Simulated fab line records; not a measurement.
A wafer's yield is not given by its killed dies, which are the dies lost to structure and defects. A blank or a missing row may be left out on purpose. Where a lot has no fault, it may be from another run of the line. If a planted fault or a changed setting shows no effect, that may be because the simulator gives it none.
fab line records	flow n5_finfet
record lots=11	wafers=33	last_day=18
route steps=1938 shown BEOL_M10@1512 PASSIVATION@1936
lots untouched by any fault: they come from a run of this same line in which no faults occurred
start_h: the number of hours between the record's first day and the start of the first shown wafer of the lot	wait_h: time in hours since the lot's previous step	" as in the row above	L1.1+2: several wafers, shown together as one row	- no value, or no start was given	* or withheld: withheld	< > ~ a bound
route shown NAME@n: names a module that has steps shown in the file, with the first one's number in the route	usual: mean/standard deviation of fault-free wafers	same: alike in all rows	chamber/n: place in a boat	sites: per-site readings	_std_site: how widely they spread, as a standard deviation	_edge_site: the outer-site mean with the inner-site mean subtracted	radius_mm: how far each site lies from the wafer's centre	mask NAME#n: copy n	behind: the last tool/chamber to shape the wafer	hold: cause of the lot's hold/its duration in hours/its outcome	device: transistor that didn't switch, given as n, p or np	end of line: the tests these same wafers got at the end of their route	where a step has no rows: the recipe by itself	killed: dies that structure and defects cost at the first sort, which is not the same as the wafer's yield	map: a wafer's dies, x killed, . not, _ none there
set.NAME: the setting the step ran with; set.NAME@STEP: the setting that earlier step ran with	model.NAME: the simulator's own value behind a step, which no gauge read
the route's steps for a sample of lots (tables are steps, rows are wafers)
services: when a tool's chamber went out of use (start_h, in hours from the record's first day, below 0 if earlier), for how many hours, and the reason
## steps
# step N5_BEOL_M10_TRENCH_ETCH_37
# recipe chemistry=C4F6/O2	target_depth_a=1488.3	target=SiCOH_lowk	time_s=48	ion_energy_ev=250	pressure_mtorr=30	source_w=345	bias_w=185	Ar_flow_sccm=300	C4F6_flow_sccm=10	O2_flow_sccm=10
# usual drypump_motor_current_A=5.9/0.37	oes_product_au=0.81/0.086	rf_vpp_V=668/4.2	showerhead_plenum_p_Torr=2.88/0.13	throttle_valve_pct=20.84/0.2
lot.wafer	tool	chamber	start_h	wait_h	drypump_motor_current_A	oes_product_au	rf_hours_counter_h	rf_vpp_V	showerhead_plenum_p_Torr	throttle_valve_pct
L788.1	rie_diel-02	0	-	-	5.3	0.82	58	667	3.00	20.68
L788.2	"	1	"	"	5.5	0.79	103	674	2.99	20.95
L788.3	"	2	"	"	6.4	0.97	6	673	2.79	20.66
L791.2	rie_diel-05	2	-	-	5.8	0.85	42	673	3.02	20.89
L791.3	"	3	"	"	6.3	0.92	7	663	2.91	20.77
L791.6	"	2	"	"	5.8	0.85	-	676	3.02	20.87
L792.2	rie_diel-02	0	-	-	5.3	0.81	72	667	2.99	20.68
L792.5	"	1	"	"	5.5	0.77	-	674	2.99	20.97
L792.6	"	0	"	"	5.3	0.81	-	666	2.99	20.69
L795.1	rie_diel-04	1	-	-	6.1	0.99	3	667	3.03	20.48
L795.3	"	0	"	"	6.4	0.83	89	665	2.99	20.73
L795.6	"	0	"	"	6.4	0.83	-	665	2.99	20.74
L800.1	rie_diel-02	1	-	-	5.5	0.77	131	674	2.98	20.99
L800.4	"	2	"	"	6.4	0.90	33	674	2.77	20.71
L800.5	"	0	"	"	5.3	0.80	-	665	2.99	20.71
L799.1	rie_diel-05	2	-	-	5.8	0.84	61	673	3.01	20.90
L799.2	"	3	"	"	6.3	0.90	27	662	2.90	20.80
L799.6	"	3	"	"	6.3	0.89	-	663	2.90	20.80
L797.1	rie_diel-04	1	-	-	6.1	0.97	12	666	3.02	20.49
L797.3	"	0	"	"	6.4	0.82	98	663	2.99	20.73
L797.5	"	2	"	"	6.1	0.81	-	665	2.75	21.18
L801.1	rie_diel-02	3	-	-	5.9	0.70	236	663	2.91	20.74
L801.5	"	3	"	"	5.9	0.70	-	664	2.91	20.72
L801.6	"	0	"	"	5.3	0.80	-	664	2.98	20.73
L803.1	rie_diel-05	0	-	-	5.5	0.72	212	672	2.92	20.76
L803.2	"	3	"	"	6.3	0.89	30	662	2.90	20.80
L803.5	"	3	"	"	6.3	0.89	-	664	2.90	20.80
L805.3	rie_diel-05	1	-	-	5.4	0.70	199	664	2.61	21.20
L805.4	"	2	"	"	5.8	0.82	75	673	3.01	20.92
L805.5	"	1	"	"	5.4	0.70	-	664	2.61	21.17
L806.1	rie_diel-02	3	-	-	5.9	0.69	247	665	2.90	20.75
L806.3	"	0	"	"	5.3	0.78	103	664	2.98	20.75
L806.5	"	0	"	"	5.3	0.77	-	664	2.98	20.74
# step N5_BEOL_M10_CD_MEAS_35
# recipe target_cd_nm=70	polarity=opening
# usual cd_nm=70.2/0.52
lot.wafer	tool	chamber	start_h	wait_h	cd_nm
L788.1	cd_sem-02	-	233.61	0.0	70.8
L788.2	"	-	"	"	71.2
L788.3	"	-	"	"	70.6
L791.2	cd_sem-03	-	266.18	0.0	69.9
L791.3	"	-	"	"	70.5
L791.6	"	-	"	"	69.3
L792.2	cd_sem-02	-	274.44	0.0	71.1
L792.5	"	-	"	"	70.6
L792.6	"	-	"	"	70.5
L795.1	cd_sem-02	-	300.28	0.0	69.5
L795.3	"	-	"	"	70.1
L795.6	"	-	"	"	70.4
L800.1	cd_sem-01	-	307.51	0.0	69.6
L800.4	"	-	"	"	69.8
L800.5	"	-	"	"	69.8
L799.1	cd_sem-01	-	324.14	0.0	70.3
L799.2	"	-	"	"	70.2
L799.6	"	-	"	"	70.7
L797.1	cd_sem-02	-	325.08	0.0	70.3
L797.3	"	-	"	"	69.8
L797.5	"	-	"	"	69.3
L801.1	cd_sem-03	-	332.35	0.0	69.8
L801.5	"	-	"	"	69.9
L801.6	"	-	"	"	69.5
L803.1	cd_sem-02	-	332.58	0.0	69.5
L803.2	"	-	"	"	70.6
L803.5	"	-	"	"	69.6
L805.3	cd_sem-01	-	358.20	0.0	69.7
L805.4	"	-	"	"	69.7
L805.5	"	-	"	"	70.4
L806.1	cd_sem-02	-	363.10	0.0	70.9
L806.3	"	-	"	"	71.0
L806.5	"	-	"	"	71.0
# step N5_BEOL_M10_ALD_74
# recipe material=TaN	target_thk_a=20	temp_c=275	ald_precursor_family=PDMAT	ald_co_reactant=NH3	pressure_torr=3	carrier_flow_sccm=1500	pulse_time_s=2	purge_time_s=3	co_reactant_purge_time_s=2	co_reactant_pulse_time_s=3	ald_cycles=40	precursor_vessel_temp_c=75	precursor_vessel_pressure_torr=26.25	precursor_vessel_carrier_sccm=1000
# usual heater_power_w=410/53
lot.wafer	tool	chamber	start_h	wait_h	heater_power_w
L788.1	ald_metal-03	2	234.32	0.2	449
L788.2	"	3	"	"	423
L788.3	"	0	"	"	385
L791.2	ald_metal-01	0	266.91	0.0	331
L791.3	"	3	"	"	338
L791.6	"	2	"	"	465
L792.2	ald_metal-01	1	275.84	0.0	401
L792.5	"	3	"	"	341
L792.6	"	0	"	"	336
L795.1	ald_metal-03	2	300.93	0.0	441
L795.3	"	1	"	"	410
L795.6	"	1	"	"	414
L800.1	ald_metal-02	3	308.25	0.1	415
L800.4	"	0	"	"	500
L800.5	"	1	"	"	412
L799.1	ald_metal-01	0	325.68	0.0	330
L799.2	"	2	"	"	478
L799.6	"	0	"	"	333
L797.1	ald_metal-02	1	325.97	0.0	410
L797.3	"	3	"	"	419
L797.5	"	0	"	"	499
L801.1	ald_metal-01	3	332.91	0.1	339
L801.5	"	3	"	"	337
L801.6	"	0	"	"	335
L803.1	ald_metal-02	0	334.75	0.0	508
L803.2	"	1	"	"	411
L803.5	"	1	"	"	427
L805.3	ald_metal-01	1	358.89	0.1	407
L805.4	"	2	"	"	471
L805.5	"	2	"	"	467
L806.1	ald_metal-03	0	363.64	0.0	382
L806.3	"	2	"	"	454
L806.5	"	2	"	"	453
# step N5_BEOL_M10_CVD_75
# recipe material=Co	target_thk_a=20	temp_c=withheld	precursor=CCTBA/H2	pressure_torr=30	time_s=138.9
lot.wafer	tool	chamber	start_h	wait_h
L788.1+2+3	cvd_co-02	1,2,0	234.72	0.1
L791.2+3+6	cvd_co-01	1,2,2	267.28	0.0
L792.2+5+6	cvd_co-02	0,1,2	276.28	0.1
L795.1+3+6	cvd_co-01	2,0,0	301.32	0.0
L800.1+4+5	cvd_co-02	0,1,2	308.77	0.1
L799.1+2+6	cvd_co-02	2,0,1	326.03	0.0
L797.1+3+5	cvd_co-01	1,0,2	326.34	0.0
L801.1+5+6	cvd_co-01	2,2,0	333.74	0.3
L803.1+2+5	cvd_co-01	2,0,0	335.11	0.0
L805.3+4+5	cvd_co-01	2,0,1	359.27	0.1
L805.3+4+5	cvd_co-01	2,0,1	359.64	0.3
L806.1+3+5	cvd_co-01	0,2,2	364.19	0.1
# step N5_BEOL_M10_CMP_52
# recipe stop_on=SiCOH_lowk	t_overpolish_s=7	down_force_psi=1	platen_rpm=50	clearing_platen_down_force_psi=1.5	clearing_platen_rpm=50	post_cmp_clean=cu_alkaline	target_thk_nm=140	clearing_platen_pad_velocity_m_s=0.99484	pad_velocity_m_s=0.99484
# usual barrier_field_endpoint_s=29.1/0.64	motor_current_A=6.1/0.48	overpolish_run_s=7.000/0.0083	time_to_endpoint_s=65.7/2.6
lot.wafer	tool	chamber	start_h	wait_h	barrier_field_endpoint_s	motor_current_A	overpolish_run_s	time_to_endpoint_s
L788.2	cmp-03	0	235.97	0.2	28.4	6.5	6.994	68.8
L788.1	"	1	"	"	28.9	6.2	7.004	64.6
L788.3	"	2	"	"	28.8	6.6	7.012	68.0
L791.3	cmp-04	1	268.81	0.2	28.4	6.4	6.990	65.5
L791.2	"	3	"	"	29.5	6.1	6.987	63.9
L791.6	"	1	"	"	29.9	6.0	7.014	67.3
L792.2	cmp-01	1	277.13	0.2	29.3	7.0	6.991	64.3
L792.5	"	1	"	"	29.4	6.7	7.007	63.6
L792.6	"	2	"	"	29.4	5.8	6.998	65.5
L795.3	cmp-01	0	302.28	0.2	29.2	5.8	7.011	65.1
L795.1	"	1	"	"	28.5	6.6	6.989	63.0
L795.6	"	1	"	"	29.0	6.7	6.993	65.2
L800.4	cmp-03	3	309.77	0.1	28.8	6.1	6.989	65.0
L800.1	"	2	"	"	28.7	6.5	7.008	64.4
L800.5	"	0	"	"	28.8	6.6	7.002	65.3
L799.1	cmp-01	3	327.08	0.6	28.5	5.2	6.995	66.7
L799.2	"	0	"	"	29.2	5.8	7.001	64.7
L799.6	"	2	"	"	29.1	6.2	7.020	65.6
L797.1	cmp-03	3	330.12	0.5	28.3	5.6	6.994	62.2
L797.3	"	0	"	"	28.4	6.7	7.004	64.1
L797.5	"	3	"	"	28.5	5.7	7.000	61.0
L801.1	cmp-03	2	335.50	0.5	29.8	6.3	6.993	69.9
L801.6	"	1	"	"	30.1	6.2	6.996	70.0
L801.5	"	2	"	"	30.3	6.5	6.988	69.7
L803.1	cmp-03	1	335.84	0.3	28.6	6.2	6.994	65.9
L803.2	"	2	"	"	28.0	6.3	7.007	64.4
L803.5	"	1	"	"	29.0	6.0	7.009	67.6
L805.4	cmp-03	2	360.34	0.1	32.1	6.4	6.998	70.1
L805.3	"	1	"	"	31.7	6.3	7.006	67.5
L805.5	"	3	"	"	32.1	6.0	7.005	67.3
L806.1	cmp-01	0	365.77	0.3	28.5	5.8	6.990	65.6
L806.3	"	2	"	"	29.2	5.7	7.002	69.1
L806.5	"	3	"	"	28.6	5.3	6.996	64.5
# step N5_PASSIVATION_PROBE_49
# usual defect_limited_yield=91.0/1.5	killed_at_M0_to_M3=37/12	killed_at_M4_up=13/5	killed_at_contacts=13/6.1	killed_at_front_end=39/11	killed_at_other=4/3.2	killed_dies=106/17	killed_open=69/12	killed_short=35/7.9	sort_bin_5_function=5.3/1	sort_bin_6_memory=3.3/0.68	sort_n_pass=1074/17	sort_yield_pct=91.0/1.5
# same gross_dies=1180	killed_at_back_side=0	sort_bin_4_leakage[%]=0	sort_bin_8_speed[%]=0
lot.wafer	tool	chamber	start_h	wait_h	defect_limited_yield[%]	killed_at_M0_to_M3	killed_at_M4_up	killed_at_contacts	killed_at_front_end	killed_at_other	killed_dies	killed_open	killed_short	sort_bin_5_function[%]	sort_bin_6_memory[%]	sort_n_pass	sort_yield_pct[%]
L792.2	prober-01	-	327.99	0.1	89.7	27	16	30	48	0	121	76	43	6.4	3.4	1059	89.7
L792.5	prober-01	-	328.14	0.2	88.5	37	15	36	43	5	136	87	48	7.2	3.7	1044	88.5
L792.6	prober-01	-	328.19	0.3	89.2	33	11	21	61	1	127	86	39	6.5	3.7	1053	89.2
L799.1	prober-01	-	374.41	0.0	90.2	52	8	10	41	5	116	80	35	5.8	3.8	1064	90.2
L799.2	prober-01	-	374.46	0.1	90.4	46	11	18	29	9	113	78	34	5.9	3.5	1067	90.4
L799.6	prober-01	-	374.66	0.3	89.7	41	21	11	37	12	122	77	44	5.9	3.9	1058	89.7
# killed by level:class
L792.2 MOL_CONTACT_COAG:geometric_particle:open=22 STI_FIN_REVEAL:geometric_particle:open=18 FIN_SAQP:geometric_particle:short=8 MOL_CONTACT_COAG:geometric_particle:short=8 BEOL_M0_SAQP:geometric_particle:short=8 BEOL_M0_SAQP:geometric_particle:open=7 GATE_CUT:geometric_particle:short=5 BEOL_M2:geometric_particle:open=5
L792.5 MOL_CONTACT_COAG:geometric_particle:open=29 STI_FIN_REVEAL:geometric_particle:open=11 BEOL_M0_SAQP:geometric_particle:short=11 BEOL_M0_SAQP:geometric_particle:open=10 FIN_SAQP:geometric_particle:short=7 MOL_CONTACT_COAG:geometric_particle:short=7 BEOL_M3:geometric_particle:open=7 BEOL_M4:geometric_particle:open=7
L792.6 STI_FIN_REVEAL:geometric_particle:open=17 MOL_CONTACT_COAG:geometric_particle:open=14 FIN_SAQP:geometric_particle:open=13 BEOL_M0_SAQP:geometric_particle:open=10 BEOL_M0_SAQP:geometric_particle:short=9 FIN_SAQP:geometric_particle:short=7 MOL_CONTACT_COAG:geometric_particle:short=7 GATE_CUT:geometric_particle:short=6
L799.1 BEOL_M1:geometric_particle:open=19 FIN_SAQP:geometric_particle:open=18 FIN_SAQP:geometric_particle:short=11 MOL_CONTACT_COAG:geometric_particle:open=10 BEOL_M0_SAQP:geometric_particle:short=10 BEOL_M0_SAQP:geometric_particle:open=9 BEOL_M3:geometric_particle:open=7 PAD_METAL:geometric_particle:open=3
L799.2 MOL_CONTACT_COAG:geometric_particle:open=15 BEOL_M3:geometric_particle:open=13 BEOL_M0_SAQP:geometric_particle:short=11 BEOL_M0_SAQP:geometric_particle:open=9 BEOL_M4:geometric_particle:open=8 STI_FIN_REVEAL:geometric_particle:open=4 GATE_CUT:geometric_particle:short=4 GATE_CUT:geometric_particle:open=4
L799.6 BEOL_M0_SAQP:geometric_particle:short=11 BEOL_M0_SAQP:geometric_particle:open=11 MOL_CONTACT_COAG:geometric_particle:open=9 BEOL_M4:geometric_particle:open=9 STI_FIN_REVEAL:geometric_particle:open=7 FIN_SAQP:geometric_particle:open=6 PASS1_CAP:geometric_particle:short=6 BEOL_M1:geometric_particle:open=5
## services
tool	chamber	start_h	hours	kind
cmp-03	-	209.79	0.4	repair
cvd_co-01	-	214.39	6.0	pm
ald_metal-01	-	221.14	25.1	repair
cvd_co-01	-	221.28	1.4	repair
rie_diel-05	3	226.36	1.8	repair
cmp-01	-	237.79	4.0	pm
ald_metal-03	3	242.68	10.8	repair
ald_metal-03	0	245.07	17.8	repair
cmp-04	-	255.24	0.7	repair
rie_diel-05	0	267.67	7.6	repair
cvd_co-02	-	288.86	4.3	pm
cmp-03	-	297.74	5.6	repair
ald_metal-03	-	307.30	1.4	repair
rie_diel-02	3	321.37	8.5	repair
ald_metal-02	2	325.38	14.6	repair
ald_metal-03	-	334.23	0.6	repair
ald_metal-01	1	334.64	3.9	repair
rie_diel-05	3	337.33	15.2	repair
cmp-01	-	343.50	0.9	repair
ald_metal-02	2	345.97	24.5	repair
ald_metal-01	-	352.36	1.1	repair
rie_diel-02	1	356.92	13.5	repair
ald_metal-03	-	359.30	2.8	pm
cmp-03	-	363.75	4.2	pm
## key
first_sign step=N5_BEOL_M10_CVD_75	reading=visit	direction=added
effect step=N5_BEOL_M10_CMP_52	reading=barrier_field_endpoint_s	direction=up	sigmas=4.5	usual=29.1	struck=32.0
met_at N5_BEOL_M10_CVD_75
struck_lots L805
not_acting_at N5_BEOL_M10_TRENCH_ETCH_37,N5_BEOL_M10_CD_MEAS_35,N5_BEOL_M10_ALD_74
fault kind=repeated_step_whole	tool=cvd_co-01,cvd_co-02	chamber=-	onset_h=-	steps=N5_BEOL_M10_CVD_75	times=1	scope=struck_lots_only
